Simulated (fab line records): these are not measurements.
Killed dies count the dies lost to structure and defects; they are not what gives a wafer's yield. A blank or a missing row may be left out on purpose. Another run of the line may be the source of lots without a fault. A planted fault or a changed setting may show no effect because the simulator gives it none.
Split-lot study -- flow n5-finfet -- route with 1938 steps; 7 lots, 21 wafers read

THE SPLIT
At N5_MIM_BOT_ETCH_ETCH_03 (etches the open film in Cl2/BCl3, target depth 12 nm), the setting bias-w was moved away from the recipe's 100 W on 8 of the 21 wafers read, by -14.0% to +14.2%. The other wafers ran this setting at the recipe's value.

The reading is taken at the split's own step.

THE READING
etch.depth-nm (the simulator's own value, which no gauge read), in nm, at N5_MIM_BOT_ETCH_ETCH_03 (etches the open film in Cl2/BCl3, target depth 12 nm). There is no usual value for it anywhere in the file. Here, 13 wafers ran the recipe; their average is 12.27 nm with a standard deviation of 0.15 nm.

wafer,"tool, chamber at the split","bias-w as run, W",against the recipe,"etch.depth-nm, nm",against lot-mates on the recipe
L076.1,"rie-metal-02, 1",94.73,-5.3%,11.84,-0.13
L076.2,"rie-metal-02, 0",100,recipe,11.97,-
L076.4,"rie-metal-02, 0",94.73,-5.3%,11.59,-0.38
L079.1,"rie-metal-01, 1",113.8,+13.8%,12.97,+0.75
L079.3,"rie-metal-01, 0",113.8,+13.8%,12.9,+0.68
L079.6,"rie-metal-01, 1",100,recipe,12.22,-
L083.3,"rie-metal-01, 1",85.97,-14.0%,11.72,-0.74
L083.5,"rie-metal-01, 1",100,recipe,12.46,-
L083.6,"rie-metal-01, 0",85.97,-14.0%,11.69,-0.77
L088.2,"rie-metal-03, 0",100,recipe,12.22,-
L088.3,"rie-metal-03, 0",100,recipe,12.07,-
L088.4,"rie-metal-03, 1",114.2,+14.2%,12.9,+0.76
L091.1,"rie-metal-01, 0",100,recipe,12.35,-
L091.4,"rie-metal-01, 1",100,recipe,12.48,-
L091.5,"rie-metal-01, 1",100,recipe,12.44,-
L096.3,"rie-metal-03, 0",111.7,+11.7%,12.59,+0.41
L096.5,"rie-metal-03, 1",100,recipe,12.18,-
L096.6,"rie-metal-03, 0",100,recipe,12.17,-
L097.2,"rie-metal-01, 1",100,recipe,12.45,-
L097.4,"rie-metal-01, 0",100,recipe,12.26,-
L097.5,"rie-metal-01, 0",100,recipe,12.19,-

FIT RESULTS
A straight line over all 21 wafers: etch.depth-nm changes by +0.0456 nm for each +1% of bias-w; r = +0.90; the points scatter about the line by 0.17 nm.
The same after taking each lot's own level away (the mean of its wafers on the recipe; 21 wafers): +0.0508 nm for each +1%; r = +0.98; scatter 0.082 nm.
Per that fit: largest bias-w move, reading shift of 0.72 nm.
Measured against the standard deviation above, the lots' own levels, which go from 11.970 to 12.460 nm, span 3.2 times it.
So the slope is not independent of the lot-to-lot level: the two fits are not the same.
Check: for one of the wafers moved furthest among these (+14.2%), held out of the fit, the line's prediction against its lot-mates is +0.701 nm. Against them it came out at +0.755 nm.

ADDITIONAL SPLITS CARRIED BY THESE WAFERS
Other splits were also applied to these wafers ahead of the reading. Each is held against what the fit with the lots' levels taken away leaves over:
other split on the same wafers,wafers away from the commonest value,r with etch.depth-nm (lot level and that fit taken away)
N5_BEOL_M12_CMP_49 down-force-psi,8,+0.39
N5_BEOL_M13_ILD_DEP_00 time-s,6,+0.15
N5_BEOL_M14_ILD_DEP_00 temp-c,12,-0.10
N5_BEOL_M14_EXPOSE_25 dose-mj,8,-0.04
N5_BEOL_M14_DESCUM_33 time-s,5,-0.20

FILE'S OWN FIT
etch.depth-nm changes by +0.0497 nm for each +1% of bias-w, r = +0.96.
